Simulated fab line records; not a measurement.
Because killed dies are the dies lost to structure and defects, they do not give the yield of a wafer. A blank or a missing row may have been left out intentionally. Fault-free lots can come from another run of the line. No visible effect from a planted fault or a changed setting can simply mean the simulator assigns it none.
Chamber matching / flow nand_harc / NHARC_P_STI_CMP_21 on cmp-01: 4 sister chambers
The step polishes, t overpolish 20 s, target thk 380.67 nm. 22 wafers are shown with their chamber, then 11 later ones without.

== WAFERS, EACH WITH ITS CHAMBER ==
wafer=L075.3; chamber=0; motor_current_A (A)=10.8; overpolish_run_s (s)=19.995
wafer=L075.5; chamber=1; motor_current_A (A)=13.2; overpolish_run_s (s)=19.995
wafer=L075.6; chamber=2; motor_current_A (A)=11.7; overpolish_run_s (s)=19.994
wafer=L076.1; chamber=2; motor_current_A (A)=11.5; overpolish_run_s (s)=20.007
wafer=L076.4; chamber=3; motor_current_A (A)=11.5; overpolish_run_s (s)=20.007
wafer=L076.6; chamber=0; motor_current_A (A)=10.6; overpolish_run_s (s)=20.011
wafer=L079.1; chamber=2; motor_current_A (A)=11.2; overpolish_run_s (s)=20.009
wafer=L079.2; chamber=1; motor_current_A (A)=13.4; overpolish_run_s (s)=20.012
wafer=L079.6; chamber=2; motor_current_A (A)=11.4; overpolish_run_s (s)=20.003
wafer=L080.1; chamber=3; motor_current_A (A)=11.9; overpolish_run_s (s)=20.001
wafer=L080.2; chamber=2; motor_current_A (A)=10.9; overpolish_run_s (s)=20.003
wafer=L080.3; chamber=0; motor_current_A (A)=10.5; overpolish_run_s (s)=19.992
wafer=L084.1; chamber=1; motor_current_A (A)=13.6; overpolish_run_s (s)=19.987
wafer=L084.4; chamber=2; motor_current_A (A)=11.1; overpolish_run_s (s)=20.001
wafer=L084.5; chamber=2; motor_current_A (A)=11.1; overpolish_run_s (s)=20.003
wafer=L085.4; chamber=2; motor_current_A (A)=11.1; overpolish_run_s (s)=20.001
wafer=L085.5; chamber=2; motor_current_A (A)=11.5; overpolish_run_s (s)=19.991
wafer=L085.6; chamber=3; motor_current_A (A)=11.6; overpolish_run_s (s)=20.003
wafer=L090.2; chamber=0; motor_current_A (A)=10.4; overpolish_run_s (s)=19.988
wafer=L090.4; chamber=3; motor_current_A (A)=11.1; overpolish_run_s (s)=20.017
wafer=L090.5; chamber=0; motor_current_A (A)=10.8; overpolish_run_s (s)=20.009
wafer=L091.2; chamber=1; motor_current_A (A)=13.3; overpolish_run_s (s)=20.012

SIGNATURES, as means of the wafers listed above
reading=motor_current_A; chamber 0=10.620; chamber 1=13.375; chamber 2=11.278; chamber 3=11.525; scatter within a chamber=0.245
reading=overpolish_run_s; chamber 0=19.99900; chamber 1=20.00150; chamber 2=20.00133; chamber 3=20.00700; scatter within a chamber=0.00855
Rule: a wafer lies at a distance from a chamber equal to the root of the sum of squares, over the readings, of (its reading less the chamber's mean, divided by the reading's scatter). The wafer belongs to the nearest chamber; if the next one is less than 2 further off, it can't be placed. The scatter: the root of (the sum of the squares of (reading less its chamber's mean) over the shown wafers, divided by (wafers less chambers)).

== WAFERS WITH NO CHAMBER GIVEN ==
wafer=L091.4; motor_current_A (A)=10.6; overpolish_run_s (s)=20.009
wafer=L091.6; motor_current_A (A)=11.7; overpolish_run_s (s)=19.996
wafer=L092.2; motor_current_A (A)=11.0; overpolish_run_s (s)=19.999
wafer=L092.3; motor_current_A (A)=13.1; overpolish_run_s (s)=19.999
wafer=L092.6; motor_current_A (A)=9.8; overpolish_run_s (s)=19.997
wafer=L094.1; motor_current_A (A)=13.5; overpolish_run_s (s)=20.002
wafer=L094.4; motor_current_A (A)=11.1; overpolish_run_s (s)=19.990
wafer=L094.6; motor_current_A (A)=11.3; overpolish_run_s (s)=19.996
wafer=L097.1; motor_current_A (A)=14.2; overpolish_run_s (s)=20.009
wafer=L097.2; motor_current_A (A)=11.6; overpolish_run_s (s)=19.997
wafer=L097.6; motor_current_A (A)=10.3; overpolish_run_s (s)=19.995

== THE CHAMBER EACH PASSED THROUGH ==
wafer=L091.4; from the rows above=can't be placed: 0 or 2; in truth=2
wafer=L091.6; from the rows above=can't be placed: 3 or 2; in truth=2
wafer=L092.2; from the rows above=can't be placed: 2 or 0 or 3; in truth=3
wafer=L092.3; from the rows above=1; in truth=1
wafer=L092.6; from the rows above=0; in truth=0
wafer=L094.1; from the rows above=1; in truth=1
wafer=L094.4; from the rows above=can't be placed: 2 or 0 or 3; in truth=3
wafer=L094.6; from the rows above=can't be placed: 2 or 3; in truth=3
wafer=L097.1; from the rows above=1; in truth=1
wafer=L097.2; from the rows above=can't be placed: 3 or 2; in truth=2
wafer=L097.6; from the rows above=0; in truth=0
Correctly placed: 5 of 11. Unplaceable from these rows: 6, with the true chamber sitting among the candidates in 6. Placed wrongly: 0.
